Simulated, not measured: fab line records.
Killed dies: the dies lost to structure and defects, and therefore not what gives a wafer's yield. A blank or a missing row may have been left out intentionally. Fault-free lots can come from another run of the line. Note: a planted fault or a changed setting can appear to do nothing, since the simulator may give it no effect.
A lot that was struck, set against a sound lot + flow n5-finfet + 15 out of 1938 route steps
Sound: these wafers, L132.1, L132.2, L132.5. Struck: wafer L128.4. (L128.2, L128.6 of the same lot were not struck and are left out.) The cause comes at the end.
For every step that has rows: the tool of each side, followed by ch and its chambers, followed by its first start. Under that, the readings that differ: sound wafers + struck wafers + difference of the means + sigmas: that difference in standard deviations of wafers without a fault.
alike: readings whose means differ by less than 2 such deviations, and words and numbers that are the same on both sides. not compared: withheld readings, readings that some wafer has no value for, bounds like >300 that may hide the same value, and numbers for which the record gives no deviation and whose values overlap.
A row with sigmas, a row that says differs or no value, or rows on one side alone: a step with any of these is where the two part. Numbers that don't overlap but have no deviation are shown without sigmas and don't part them. A reading that every wafer of one side lacks parts them only if that side has two wafers or more.

N5_BEOL_M5_SPUTTER_81: material Cu, target thk 15 nm, time 27.62 s.
  sound on pvd-sputter-01, day 12 15:56; struck on pvd-sputter-02, day 12 08:00
  alike: throttle-valve-pct
then, 1 step without rows for these wafers: N5_BEOL_M5_ANNEAL_82 (time 1800 s).
N5_BEOL_M5_SPUTTER_83: material Cu, target thk 15 nm, time 27.62 s.
  sound on pvd-sputter-01, day 12 17:01; struck on pvd-sputter-02, day 12 09:05
  alike: throttle-valve-pct
N5_BEOL_M5_ANNEAL_84: time 1800 s.
  sound on pvd-sputter-01, day 12 17:06; struck on pvd-sputter-02, day 12 09:10
  alike: heater-power-w
then, 1 step without rows for these wafers: N5_BEOL_M5_SPUTTER_88 (material Cu, target thk 15 nm, time 27.62 s).
N5_BEOL_M5_ANNEAL_89: time 1800 s.
  sound on pvd-sputter-01, day 12 18:11; struck on pvd-sputter-02, day 12 10:15
  alike: heater-power-w
N5_BEOL_M5_SPUTTER_90: material Cu, target thk 4.5 nm, time 8.29 s.
  sound on pvd-sputter-01, day 12 19:12; struck on pvd-sputter-02, day 12 11:16
  alike: throttle-valve-pct
then, 3 steps without rows for these wafers: N5_BEOL_M5_ECD_50 (material Cu, target thk 300 nm); N5_BEOL_M5_ANNEAL_51 (time 90 s); N5_BEOL_M5_CMP_52 (polishes, stops on SiCOH lowk, t overpolish 6.9 s, target thk 62 nm).
N5_BEOL_M5_THK_MEAS_53: measures by xrf.
  sound on film-metro-02, day 12 20:00; struck on film-metro-02, day 12 12:18
  alike: M5_THK
then, 1 step without rows for these wafers: N5_BEOL_M5_PRE_CLEAN_77 (time 15 s).
N5_BEOL_M5_CO_CAP_78: material Co, precursor CCTBA/H2, target thk 2 nm, time 102.1 s.
  sound on cvd-co-01 ch 0,2, day 12 20:05; struck on cvd-co-02 ch 0, day 12 12:23
| reading                                   | sound             | struck | difference | sigmas      |
|-------------------------------------------|-------------------|--------|------------|-------------|
| run-length-s (s)                          | 124.1 124.9 123.8 | 65.4   | -58.9      | -99 or more |
| model.Co_of_BEOL_M5_CO_CAP_78.thk-nm (nm) | 2.2 2 2.2         | 0.8    | -1.3       |             |
  alike: heater-power-w
then, 1 step without rows for these wafers: N5_BEOL_M5_PRE_CLEAN_55 (time 15 s).
N5_PASSIVATION_PROBE_49:
  the record has rows for the sound wafers here (prober-02, day 16 17:08) and none for the struck ones

## WHERE THEY PART
First at N5_BEOL_M5_CO_CAP_78; last, within this record, at N5_PASSIVATION_PROBE_49.

WHY: what the simulator had put in
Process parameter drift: cvd-co-02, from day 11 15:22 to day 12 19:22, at N5_BEOL_M5_CO_CAP_78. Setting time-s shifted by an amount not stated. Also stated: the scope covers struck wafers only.
